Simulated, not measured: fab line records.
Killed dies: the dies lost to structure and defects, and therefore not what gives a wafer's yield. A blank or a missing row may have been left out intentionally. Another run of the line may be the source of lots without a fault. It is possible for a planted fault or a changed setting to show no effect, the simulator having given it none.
fab line records || flow n5-finfet || part 2 of 2: steps 20 to 30 of 30
record: {"lots": 5, "wafers": 15, "last-day": 16}
route steps=1938 shown GATE_CUT@499 MOL_CONTACT_COAG@517
lots with no fault: from the same line, run without faults
start-h: start of the lot's first displayed wafer, in hours after the record's first day || wait-h: how many hours have passed since the lot's step before this one || " unchanged from the row above || L1.1+2: a row that stands for several wafers || - no value present, or no start provided || * or withheld: withheld || < > ~ a bound
route shown NAME@n: a module of which the file shows steps, and the number in the route of the first || usual: mean and standard deviation over wafers with no fault || same: alike in all rows || chamber/n: place in a boat || sites: the reading at each site || _std_site: the values' standard deviation || _edge_site: mean of outer sites minus mean of inner sites || radius-mm: how far each site lies from the wafer's centre || mask NAME#n: copy n || behind: the most recent tool/chamber to have shaped the wafer || hold: what put the lot on hold/how long, in hours/how the hold closed || device: the n, p or np transistor that did not switch || end of line: the same wafers' tests at the end of the route || a step without rows: its recipe alone || killed: dies that structure and defects cost at the first sort, which is not the same as the wafer's yield || map: dies across one wafer; x = killed, . = not, _ = none there
set.NAME: setting as actually run; set.NAME@STEP: the setting as run at that earlier step || model.NAME: the simulator's own value behind a step, which no gauge read
lots seen at some steps along the route; tables by step, rows by wafer
services: when a tool's chamber went out of use (start-h, in hours from the record's first day, below 0 if earlier), for how many hours, and the reason
== steps ==
step: N5_MOL_CONTACT_COAG_COAT_58
recipe: {"resist": "underlayer", "temp-c": 205, "time-s": 60, "spin-rpm": 1500, "resist-thk-nm": 10}
usual: {"dispense-pressure-kPa": "52.2/1.5"}
{"lot.wafer": "L074.4", "tool": "litho-track-02", "chamber": 0, "start-h": "-", "wait-h": "-", "dispense-pressure-kPa": 52.5}
{"lot.wafer": "L074.5", "tool": "litho-track-02", "chamber": 0, "start-h": "-", "wait-h": "-", "dispense-pressure-kPa": 52.5}
{"lot.wafer": "L074.6", "tool": "litho-track-02", "chamber": 0, "start-h": "-", "wait-h": "-", "dispense-pressure-kPa": 52.5}
{"lot.wafer": "L077.2", "tool": "litho-track-03", "chamber": 0, "start-h": "-", "wait-h": "-", "dispense-pressure-kPa": 54.4}
{"lot.wafer": "L077.4", "tool": "litho-track-03", "chamber": 0, "start-h": "-", "wait-h": "-", "dispense-pressure-kPa": 54.4}
{"lot.wafer": "L077.6", "tool": "litho-track-03", "chamber": 0, "start-h": "-", "wait-h": "-", "dispense-pressure-kPa": 54.3}
{"lot.wafer": "L081.2", "tool": "litho-track-01", "chamber": 0, "start-h": "-", "wait-h": "-", "dispense-pressure-kPa": 50.3}
{"lot.wafer": "L081.4", "tool": "litho-track-01", "chamber": 0, "start-h": "-", "wait-h": "-", "dispense-pressure-kPa": 50.3}
{"lot.wafer": "L081.6", "tool": "litho-track-01", "chamber": 0, "start-h": "-", "wait-h": "-", "dispense-pressure-kPa": 50.3}
{"lot.wafer": "L087.1", "tool": "litho-track-02", "chamber": 0, "start-h": "-", "wait-h": "-", "dispense-pressure-kPa": 52.5}
{"lot.wafer": "L087.4", "tool": "litho-track-02", "chamber": 0, "start-h": "-", "wait-h": "-", "dispense-pressure-kPa": 52.5}
{"lot.wafer": "L087.6", "tool": "litho-track-02", "chamber": 0, "start-h": "-", "wait-h": "-", "dispense-pressure-kPa": 52.5}
{"lot.wafer": "L093.1", "tool": "litho-track-03", "chamber": 0, "start-h": "-", "wait-h": "-", "dispense-pressure-kPa": 54.4}
{"lot.wafer": "L093.2", "tool": "litho-track-03", "chamber": 0, "start-h": "-", "wait-h": "-", "dispense-pressure-kPa": 54.4}
{"lot.wafer": "L093.4", "tool": "litho-track-03", "chamber": 0, "start-h": "-", "wait-h": "-", "dispense-pressure-kPa": 54.4}
step: N5_MOL_CONTACT_COAG_COAT_02
recipe: {"resist": "CAR-EUV", "spin-rpm": 1500, "resist-thk-nm": 30}
usual: {"dispense-pressure-kPa": "52.2/1.5"}
{"lot.wafer": "L074.4", "tool": "litho-track-02", "chamber": 0, "start-h": "-", "wait-h": "-", "dispense-pressure-kPa": 52.6}
{"lot.wafer": "L074.5", "tool": "litho-track-02", "chamber": 0, "start-h": "-", "wait-h": "-", "dispense-pressure-kPa": 52.6}
{"lot.wafer": "L074.6", "tool": "litho-track-02", "chamber": 0, "start-h": "-", "wait-h": "-", "dispense-pressure-kPa": 52.6}
{"lot.wafer": "L077.2", "tool": "litho-track-03", "chamber": 0, "start-h": "-", "wait-h": "-", "dispense-pressure-kPa": 54.3}
{"lot.wafer": "L077.4", "tool": "litho-track-03", "chamber": 0, "start-h": "-", "wait-h": "-", "dispense-pressure-kPa": 54.4}
{"lot.wafer": "L077.6", "tool": "litho-track-03", "chamber": 0, "start-h": "-", "wait-h": "-", "dispense-pressure-kPa": 54.3}
{"lot.wafer": "L081.2", "tool": "litho-track-01", "chamber": 0, "start-h": "-", "wait-h": "-", "dispense-pressure-kPa": 50.3}
{"lot.wafer": "L081.4", "tool": "litho-track-01", "chamber": 0, "start-h": "-", "wait-h": "-", "dispense-pressure-kPa": 50.3}
{"lot.wafer": "L081.6", "tool": "litho-track-01", "chamber": 0, "start-h": "-", "wait-h": "-", "dispense-pressure-kPa": 50.3}
{"lot.wafer": "L087.1", "tool": "litho-track-02", "chamber": 0, "start-h": "-", "wait-h": "-", "dispense-pressure-kPa": 52.6}
{"lot.wafer": "L087.4", "tool": "litho-track-02", "chamber": 0, "start-h": "-", "wait-h": "-", "dispense-pressure-kPa": 52.6}
{"lot.wafer": "L087.6", "tool": "litho-track-02", "chamber": 0, "start-h": "-", "wait-h": "-", "dispense-pressure-kPa": 52.6}
{"lot.wafer": "L093.1", "tool": "litho-track-03", "chamber": 0, "start-h": "-", "wait-h": "-", "dispense-pressure-kPa": 54.3}
{"lot.wafer": "L093.2", "tool": "litho-track-03", "chamber": 0, "start-h": "-", "wait-h": "-", "dispense-pressure-kPa": 54.3}
{"lot.wafer": "L093.4", "tool": "litho-track-03", "chamber": 0, "start-h": "-", "wait-h": "-", "dispense-pressure-kPa": 54.3}
step: N5_MOL_CONTACT_COAG_EBR_04
recipe: {"solvent": "PGMEA", "ebr-width-mm": 1.5}
{"lot.wafer": "L074.4+5+6", "tool": "litho-track-02", "chamber": 0, "start-h": "-", "wait-h": "-"}
{"lot.wafer": "L077.2+4+6", "tool": "litho-track-03", "chamber": 0, "start-h": "-", "wait-h": "-"}
{"lot.wafer": "L081.2+4+6", "tool": "litho-track-01", "chamber": 0, "start-h": "-", "wait-h": "-"}
{"lot.wafer": "L087.1+4+6", "tool": "litho-track-02", "chamber": 0, "start-h": "-", "wait-h": "-"}
{"lot.wafer": "L093.1+2+4", "tool": "litho-track-03", "chamber": 0, "start-h": "-", "wait-h": "-"}
step: N5_MOL_CONTACT_COAG_SOFTBAKE_03
recipe: {"temp-c": 110, "time-s": 60, "resist": "CAR-EUV"}
{"lot.wafer": "L074.4+5+6", "tool": "litho-track-02", "chamber": 0, "start-h": "-", "wait-h": "-"}
{"lot.wafer": "L077.2+4+6", "tool": "litho-track-03", "chamber": 0, "start-h": "-", "wait-h": "-"}
{"lot.wafer": "L081.2+4+6", "tool": "litho-track-01", "chamber": 0, "start-h": "-", "wait-h": "-"}
{"lot.wafer": "L087.1+4+6", "tool": "litho-track-02", "chamber": 0, "start-h": "-", "wait-h": "-"}
{"lot.wafer": "L093.1+2+4", "tool": "litho-track-03", "chamber": 0, "start-h": "-", "wait-h": "-"}
step: N5_MOL_CONTACT_COAG_EXPOSE_05
recipe: {"mask-id": "CA", "na": 0.33, "source-shape": "annular", "sigma-inner": 0.4, "sigma-outer": 0.8, "polarization": "unpolarized", "defocus-nm": 0, "dose-mj": 38.25}
{"lot.wafer": "L074.4+5+6", "tool": "euv-scanner-01", "chamber": 0, "start-h": 87.81, "wait-h": "-", "mask": "CA#0"}
{"lot.wafer": "L077.2+4+6", "tool": "euv-scanner-01", "chamber": 0, "start-h": 104.63, "wait-h": "-", "mask": "CA#0"}
{"lot.wafer": "L081.2+4+6", "tool": "euv-scanner-01", "chamber": 0, "start-h": 128.90, "wait-h": "-", "mask": "CA#0"}
{"lot.wafer": "L087.1+4+6", "tool": "euv-scanner-02", "chamber": 0, "start-h": 166.12, "wait-h": "-", "mask": "CA#0"}
{"lot.wafer": "L093.1+2+4", "tool": "euv-scanner-02", "chamber": 0, "start-h": 203.61, "wait-h": "-", "mask": "CA#0"}
step: N5_MOL_CONTACT_COAG_PEB_06
recipe: {"peb-temp-c": 100, "peb-time-s": 60, "resist": "CAR-EUV"}
{"lot.wafer": "L074.4+5+6", "tool": "litho-track-02", "chamber": 0, "start-h": 87.86, "wait-h": 0.0}
{"lot.wafer": "L077.2+4+6", "tool": "litho-track-01", "chamber": 0, "start-h": 104.69, "wait-h": 0.0}
{"lot.wafer": "L081.2+4+6", "tool": "litho-track-02", "chamber": 0, "start-h": 128.96, "wait-h": 0.0}
{"lot.wafer": "L087.1+4+6", "tool": "litho-track-03", "chamber": 0, "start-h": 166.18, "wait-h": 0.1}
{"lot.wafer": "L093.1+2+4", "tool": "litho-track-01", "chamber": 0, "start-h": 203.67, "wait-h": 0.1}
step: N5_MOL_CONTACT_COAG_DEVELOP_07
recipe: {"develop-time-s": 30, "developer": "TMAH", "resist": "CAR-EUV", "rinse-liquid": "surfactant-rinse", "dry": "air-spin", "dev-temp-c": 23}
usual: {"developer-temp-C": "23.00/0.099"}
same: {"develop-time-s": 30}
{"lot.wafer": "L074.4", "tool": "litho-track-02", "chamber": 0, "start-h": "-", "wait-h": "-", "developer-temp-C": 22.93}
{"lot.wafer": "L074.5", "tool": "litho-track-02", "chamber": 0, "start-h": "-", "wait-h": "-", "developer-temp-C": 23.04}
{"lot.wafer": "L074.6", "tool": "litho-track-02", "chamber": 0, "start-h": "-", "wait-h": "-", "developer-temp-C": 23.03}
{"lot.wafer": "L077.2", "tool": "litho-track-01", "chamber": 0, "start-h": "-", "wait-h": "-", "developer-temp-C": 22.91}
{"lot.wafer": "L077.4", "tool": "litho-track-01", "chamber": 0, "start-h": "-", "wait-h": "-", "developer-temp-C": 22.93}
{"lot.wafer": "L077.6", "tool": "litho-track-01", "chamber": 0, "start-h": "-", "wait-h": "-", "developer-temp-C": 23.11}
{"lot.wafer": "L081.2", "tool": "litho-track-02", "chamber": 0, "start-h": "-", "wait-h": "-", "developer-temp-C": 23.12}
{"lot.wafer": "L081.4", "tool": "litho-track-02", "chamber": 0, "start-h": "-", "wait-h": "-", "developer-temp-C": 23.09}
{"lot.wafer": "L081.6", "tool": "litho-track-02", "chamber": 0, "start-h": "-", "wait-h": "-", "developer-temp-C": 23.02}
{"lot.wafer": "L087.1", "tool": "litho-track-03", "chamber": 0, "start-h": "-", "wait-h": "-", "developer-temp-C": 23.09}
{"lot.wafer": "L087.4", "tool": "litho-track-03", "chamber": 0, "start-h": "-", "wait-h": "-", "developer-temp-C": 23.05}
{"lot.wafer": "L087.6", "tool": "litho-track-03", "chamber": 0, "start-h": "-", "wait-h": "-", "developer-temp-C": 23.15}
{"lot.wafer": "L093.1", "tool": "litho-track-01", "chamber": 0, "start-h": "-", "wait-h": "-", "developer-temp-C": 23.30}
{"lot.wafer": "L093.2", "tool": "litho-track-01", "chamber": 0, "start-h": "-", "wait-h": "-", "developer-temp-C": 22.96}
{"lot.wafer": "L093.4", "tool": "litho-track-01", "chamber": 0, "start-h": "-", "wait-h": "-", "developer-temp-C": 23.15}
step: N5_MOL_CONTACT_COAG_CD_MEAS_08
recipe: {"target-cd-nm": 28, "landing-energy-ev": 500, "detector": "se-inlens", "polarity": "opening"}
usual: {"cd-nm": "27.99/0.23"}
{"lot.wafer": "L074.4", "tool": "cd-sem-02", "chamber": 0, "start-h": 87.93, "wait-h": "-", "cd-nm": 27.89}
{"lot.wafer": "L074.5", "tool": "cd-sem-02", "chamber": 0, "start-h": 87.93, "wait-h": "-", "cd-nm": 27.93}
{"lot.wafer": "L074.6", "tool": "cd-sem-02", "chamber": 0, "start-h": 87.93, "wait-h": "-", "cd-nm": 28.08}
{"lot.wafer": "L077.2", "tool": "cd-sem-01", "chamber": 0, "start-h": 104.76, "wait-h": "-", "cd-nm": 28.20}
{"lot.wafer": "L077.4", "tool": "cd-sem-01", "chamber": 0, "start-h": 104.76, "wait-h": "-", "cd-nm": 28.25}
{"lot.wafer": "L077.6", "tool": "cd-sem-01", "chamber": 0, "start-h": 104.76, "wait-h": "-", "cd-nm": 27.92}
{"lot.wafer": "L081.2", "tool": "cd-sem-03", "chamber": 0, "start-h": 129.03, "wait-h": "-", "cd-nm": 27.79}
{"lot.wafer": "L081.4", "tool": "cd-sem-03", "chamber": 0, "start-h": 129.03, "wait-h": "-", "cd-nm": 27.87}
{"lot.wafer": "L081.6", "tool": "cd-sem-03", "chamber": 0, "start-h": 129.03, "wait-h": "-", "cd-nm": 28.00}
{"lot.wafer": "L087.1", "tool": "cd-sem-02", "chamber": 0, "start-h": 166.25, "wait-h": "-", "cd-nm": 27.97}
{"lot.wafer": "L087.4", "tool": "cd-sem-02", "chamber": 0, "start-h": 166.25, "wait-h": "-", "cd-nm": 27.58}
{"lot.wafer": "L087.6", "tool": "cd-sem-02", "chamber": 0, "start-h": 166.25, "wait-h": "-", "cd-nm": 27.86}
{"lot.wafer": "L093.1", "tool": "cd-sem-03", "chamber": 0, "start-h": 203.73, "wait-h": "-", "cd-nm": 28.10}
{"lot.wafer": "L093.2", "tool": "cd-sem-03", "chamber": 0, "start-h": 203.73, "wait-h": "-", "cd-nm": 28.18}
{"lot.wafer": "L093.4", "tool": "cd-sem-03", "chamber": 0, "start-h": 203.73, "wait-h": "-", "cd-nm": 28.02}
step: N5_MOL_CONTACT_COAG_OVL_MEAS_09
recipe: {"points-per-wafer": 522}
usual: {"CA_OVL": "0.2/0.7"}
{"lot.wafer": "L074.4", "tool": "overlay-01", "chamber": 0, "start-h": 87.97, "wait-h": 0.0, "CA_OVL[nm]": 1.6}
{"lot.wafer": "L074.5", "tool": "overlay-01", "chamber": 0, "start-h": 87.97, "wait-h": 0.0, "CA_OVL[nm]": 1.1}
{"lot.wafer": "L074.6", "tool": "overlay-01", "chamber": 0, "start-h": 87.97, "wait-h": 0.0, "CA_OVL[nm]": -0.3}
{"lot.wafer": "L077.2", "tool": "overlay-01", "chamber": 0, "start-h": 104.79, "wait-h": 0.0, "CA_OVL[nm]": -0.1}
{"lot.wafer": "L077.4", "tool": "overlay-01", "chamber": 0, "start-h": 104.79, "wait-h": 0.0, "CA_OVL[nm]": -0.6}
{"lot.wafer": "L077.6", "tool": "overlay-01", "chamber": 0, "start-h": 104.79, "wait-h": 0.0, "CA_OVL[nm]": 0.2}
{"lot.wafer": "L081.2", "tool": "overlay-02", "chamber": 0, "start-h": 129.06, "wait-h": 0.0, "CA_OVL[nm]": -0.9}
{"lot.wafer": "L081.4", "tool": "overlay-02", "chamber": 0, "start-h": 129.06, "wait-h": 0.0, "CA_OVL[nm]": 0.1}
{"lot.wafer": "L081.6", "tool": "overlay-02", "chamber": 0, "start-h": 129.06, "wait-h": 0.0, "CA_OVL[nm]": -0.3}
{"lot.wafer": "L087.1", "tool": "overlay-02", "chamber": 0, "start-h": 166.28, "wait-h": 0.0, "CA_OVL[nm]": -1.2}
{"lot.wafer": "L087.4", "tool": "overlay-02", "chamber": 0, "start-h": 166.28, "wait-h": 0.0, "CA_OVL[nm]": 0.1}
{"lot.wafer": "L087.6", "tool": "overlay-02", "chamber": 0, "start-h": 166.28, "wait-h": 0.0, "CA_OVL[nm]": -0.5}
{"lot.wafer": "L093.1", "tool": "overlay-01", "chamber": 0, "start-h": 203.77, "wait-h": 0.0, "CA_OVL[nm]": -0.1}
{"lot.wafer": "L093.2", "tool": "overlay-01", "chamber": 0, "start-h": 203.77, "wait-h": 0.0, "CA_OVL[nm]": 0.1}
{"lot.wafer": "L093.4", "tool": "overlay-01", "chamber": 0, "start-h": 203.77, "wait-h": 0.0, "CA_OVL[nm]": -0.4}
step: N5_MOL_CONTACT_COAG_INSPECT_10
recipe: {"mode": "adi", "inspect-instrument": "brightfield"}
usual: {"raw-defect-count": "62/26"}
{"lot.wafer": "L074.4", "tool": "defect-inspect-01", "chamber": "-", "start-h": 88.02, "wait-h": 0.0, "raw-defect-count": 64}
{"lot.wafer": "L074.5", "tool": "defect-inspect-01", "chamber": "-", "start-h": 88.02, "wait-h": 0.0, "raw-defect-count": 173}
{"lot.wafer": "L074.6", "tool": "defect-inspect-01", "chamber": "-", "start-h": 88.02, "wait-h": 0.0, "raw-defect-count": 56}
{"lot.wafer": "L077.2", "tool": "defect-inspect-01", "chamber": "-", "start-h": 104.84, "wait-h": 0.0, "raw-defect-count": 38}
{"lot.wafer": "L077.4", "tool": "defect-inspect-01", "chamber": "-", "start-h": 104.84, "wait-h": 0.0, "raw-defect-count": 25}
{"lot.wafer": "L077.6", "tool": "defect-inspect-01", "chamber": "-", "start-h": 104.84, "wait-h": 0.0, "raw-defect-count": 60}
{"lot.wafer": "L081.2", "tool": "defect-inspect-02", "chamber": "-", "start-h": 129.11, "wait-h": 0.0, "raw-defect-count": 69}
{"lot.wafer": "L081.4", "tool": "defect-inspect-02", "chamber": "-", "start-h": 129.11, "wait-h": 0.0, "raw-defect-count": 74}
{"lot.wafer": "L081.6", "tool": "defect-inspect-02", "chamber": "-", "start-h": 129.11, "wait-h": 0.0, "raw-defect-count": 60}
{"lot.wafer": "L087.1", "tool": "defect-inspect-01", "chamber": "-", "start-h": 166.34, "wait-h": 0.1, "raw-defect-count": 50}
{"lot.wafer": "L087.4", "tool": "defect-inspect-01", "chamber": "-", "start-h": 166.34, "wait-h": 0.1, "raw-defect-count": 36}
{"lot.wafer": "L087.6", "tool": "defect-inspect-01", "chamber": "-", "start-h": 166.34, "wait-h": 0.1, "raw-defect-count": 53}
{"lot.wafer": "L093.1", "tool": "defect-inspect-02", "chamber": "-", "start-h": 203.82, "wait-h": 0.1, "raw-defect-count": 54}
{"lot.wafer": "L093.2", "tool": "defect-inspect-02", "chamber": "-", "start-h": 203.82, "wait-h": 0.1, "raw-defect-count": 61}
{"lot.wafer": "L093.4", "tool": "defect-inspect-02", "chamber": "-", "start-h": 203.82, "wait-h": 0.1, "raw-defect-count": 42}
step: N5_MOL_CONTACT_COAG_DESCUM_13
recipe: {"chemistry": "O2", "time-s": 7, "source-power-w": 50, "bias-power-w": 20, "pressure-mtorr": 20, "rf-frequency-hz": 2.712e+07, "temp-c": 40, "resist": "CAR-EUV", "o2-flow-sccm": 225}
usual: {"drypump-motor-current-A": "5.6/0.55", "o2-flow-sccm": "225.0/0.79", "oes-product-au": "0.77/0.071", "rf-vpp-V": "243.7/1.3", "showerhead-plenum-p-Torr": "2.12/0.056", "throttle-valve-pct": "20.50/0.23"}
{"lot.wafer": "L074.4", "tool": "rie-diel-06", "chamber": 2, "start-h": 88.05, "wait-h": 0.0, "drypump-motor-current-A": 6.6, "o2-flow-sccm": 224.5, "oes-product-au": 0.72, "rf-hours-counter-h": 198, "rf-vpp-V": 244.7, "showerhead-plenum-p-Torr": 2.17, "throttle-valve-pct": 20.57}
{"lot.wafer": "L074.5", "tool": "rie-diel-06", "chamber": 3, "start-h": 88.05, "wait-h": 0.0, "drypump-motor-current-A": 5.8, "o2-flow-sccm": 225.3, "oes-product-au": 0.76, "rf-hours-counter-h": "-", "rf-vpp-V": 242.5, "showerhead-plenum-p-Torr": 2.11, "throttle-valve-pct": 20.65}
{"lot.wafer": "L074.6", "tool": "rie-diel-06", "chamber": 0, "start-h": 88.05, "wait-h": 0.0, "drypump-motor-current-A": 4.9, "o2-flow-sccm": 225.4, "oes-product-au": 0.91, "rf-hours-counter-h": "-", "rf-vpp-V": 242.8, "showerhead-plenum-p-Torr": 2.07, "throttle-valve-pct": 20.53}
{"lot.wafer": "L077.2", "tool": "rie-diel-01", "chamber": 2, "start-h": 105.19, "wait-h": 0.3, "drypump-motor-current-A": 6.1, "o2-flow-sccm": 223.8, "oes-product-au": 0.77, "rf-hours-counter-h": 161, "rf-vpp-V": 243.4, "showerhead-plenum-p-Torr": 2.19, "throttle-valve-pct": 20.62}
{"lot.wafer": "L077.4", "tool": "rie-diel-01", "chamber": 0, "start-h": 105.19, "wait-h": 0.3, "drypump-motor-current-A": 5.2, "o2-flow-sccm": 225.3, "oes-product-au": 0.88, "rf-hours-counter-h": 34, "rf-vpp-V": 241.6, "showerhead-plenum-p-Torr": 2.04, "throttle-valve-pct": 20.37}
{"lot.wafer": "L077.6", "tool": "rie-diel-01", "chamber": 3, "start-h": 105.19, "wait-h": 0.3, "drypump-motor-current-A": 5.2, "o2-flow-sccm": 224.2, "oes-product-au": 0.76, "rf-hours-counter-h": "-", "rf-vpp-V": 244.6, "showerhead-plenum-p-Torr": 2.18, "throttle-valve-pct": 20.96}
{"lot.wafer": "L081.2", "tool": "rie-diel-06", "chamber": 3, "start-h": 129.15, "wait-h": 0.0, "drypump-motor-current-A": 5.8, "o2-flow-sccm": 224.8, "oes-product-au": 0.75, "rf-hours-counter-h": 147, "rf-vpp-V": 242.9, "showerhead-plenum-p-Torr": 2.10, "throttle-valve-pct": 20.66}
{"lot.wafer": "L081.4", "tool": "rie-diel-06", "chamber": 0, "start-h": 129.15, "wait-h": 0.0, "drypump-motor-current-A": 4.9, "o2-flow-sccm": 224.1, "oes-product-au": 0.89, "rf-hours-counter-h": 32, "rf-vpp-V": 242.4, "showerhead-plenum-p-Torr": 2.07, "throttle-valve-pct": 20.56}
{"lot.wafer": "L081.6", "tool": "rie-diel-06", "chamber": 0, "start-h": 129.15, "wait-h": 0.0, "drypump-motor-current-A": 4.9, "o2-flow-sccm": 225.5, "oes-product-au": 0.89, "rf-hours-counter-h": "-", "rf-vpp-V": 241.7, "showerhead-plenum-p-Torr": 2.07, "throttle-valve-pct": 20.56}
{"lot.wafer": "L087.1", "tool": "rie-diel-06", "chamber": 3, "start-h": 166.38, "wait-h": 0.0, "drypump-motor-current-A": 5.8, "o2-flow-sccm": 225.4, "oes-product-au": 0.74, "rf-hours-counter-h": 158, "rf-vpp-V": 243.2, "showerhead-plenum-p-Torr": 2.10, "throttle-valve-pct": 20.70}
{"lot.wafer": "L087.4", "tool": "rie-diel-06", "chamber": 2, "start-h": 166.38, "wait-h": 0.0, "drypump-motor-current-A": 6.6, "o2-flow-sccm": 225.7, "oes-product-au": 0.70, "rf-hours-counter-h": 224, "rf-vpp-V": 244.7, "showerhead-plenum-p-Torr": 2.16, "throttle-valve-pct": 20.61}
{"lot.wafer": "L087.6", "tool": "rie-diel-06", "chamber": 1, "start-h": 166.38, "wait-h": 0.0, "drypump-motor-current-A": 5.2, "o2-flow-sccm": 224.7, "oes-product-au": 0.76, "rf-hours-counter-h": "-", "rf-vpp-V": 243.6, "showerhead-plenum-p-Torr": 2.09, "throttle-valve-pct": 20.28}
{"lot.wafer": "L093.1", "tool": "rie-diel-06", "chamber": 3, "start-h": 203.86, "wait-h": 0.0, "drypump-motor-current-A": 5.7, "o2-flow-sccm": 224.1, "oes-product-au": 0.72, "rf-hours-counter-h": 169, "rf-vpp-V": 243.1, "showerhead-plenum-p-Torr": 2.09, "throttle-valve-pct": 20.70}
{"lot.wafer": "L093.2", "tool": "rie-diel-06", "chamber": 0, "start-h": 203.86, "wait-h": 0.0, "drypump-motor-current-A": 4.9, "o2-flow-sccm": 224.5, "oes-product-au": 0.83, "rf-hours-counter-h": 55, "rf-vpp-V": 242.0, "showerhead-plenum-p-Torr": 2.06, "throttle-valve-pct": 20.61}
{"lot.wafer": "L093.4", "tool": "rie-diel-06", "chamber": 1, "start-h": 203.86, "wait-h": 0.0, "drypump-motor-current-A": 5.1, "o2-flow-sccm": 224.6, "oes-product-au": 0.73, "rf-hours-counter-h": 158, "rf-vpp-V": 244.1, "showerhead-plenum-p-Torr": 2.09, "throttle-valve-pct": 20.29}
== services ==
{"tool": "rie-diel-04", "chamber": 3, "start-h": 60.92, "hours": 12.0, "kind": "repair"}
{"tool": "ald-sin-03", "chamber": 3, "start-h": 63.97, "hours": 3.4, "kind": "repair"}
{"tool": "rie-diel-06", "chamber": 3, "start-h": 73.64, "hours": 6.6, "kind": "repair"}
{"tool": "euv-scanner-01", "chamber": "-", "start-h": 76.65, "hours": 5.8, "kind": "pm"}
{"tool": "wet-bench-04", "chamber": "-", "start-h": 87.72, "hours": 40.5, "kind": "repair"}
{"tool": "cmp-03", "chamber": "-", "start-h": 89.20, "hours": 2.3, "kind": "repair"}
{"tool": "cmp-04", "chamber": "-", "start-h": 100.79, "hours": 0.8, "kind": "repair"}
{"tool": "cmp-01", "chamber": "-", "start-h": 102.96, "hours": 0.9, "kind": "repair"}
{"tool": "euv-scanner-01", "chamber": "-", "start-h": 113.89, "hours": 1.0, "kind": "pm"}
{"tool": "cmp-03", "chamber": "-", "start-h": 114.49, "hours": 0.3, "kind": "repair"}
{"tool": "rie-diel-06", "chamber": 1, "start-h": 116.06, "hours": 7.0, "kind": "repair"}
{"tool": "rie-diel-03", "chamber": 2, "start-h": 119.39, "hours": 6.6, "kind": "repair"}
{"tool": "cmp-04", "chamber": "-", "start-h": 123.56, "hours": 6.0, "kind": "pm"}
{"tool": "rie-metal-01", "chamber": "-", "start-h": 124.67, "hours": 2.8, "kind": "pm"}
{"tool": "euv-scanner-01", "chamber": "-", "start-h": 131.15, "hours": 0.2, "kind": "repair"}
{"tool": "cmp-04", "chamber": "-", "start-h": 141.83, "hours": 4.0, "kind": "pm"}
{"tool": "euv-scanner-01", "chamber": "-", "start-h": 170.04, "hours": 1.0, "kind": "pm"}
{"tool": "rie-metal-03", "chamber": 1, "start-h": 171.39, "hours": 9.5, "kind": "repair"}
{"tool": "cmp-03", "chamber": "-", "start-h": 172.84, "hours": 7.8, "kind": "repair"}
{"tool": "euv-scanner-01", "chamber": "-", "start-h": 175.00, "hours": 4.6, "kind": "pm"}
{"tool": "rie-metal-01", "chamber": 1, "start-h": 181.95, "hours": 1.7, "kind": "repair"}
{"tool": "cmp-01", "chamber": "-", "start-h": 183.55, "hours": 2.5, "kind": "repair"}
{"tool": "cmp-03", "chamber": "-", "start-h": 183.94, "hours": 1.6, "kind": "repair"}
{"tool": "euv-scanner-01", "chamber": "-", "start-h": 203.26, "hours": 17.3, "kind": "pm"}
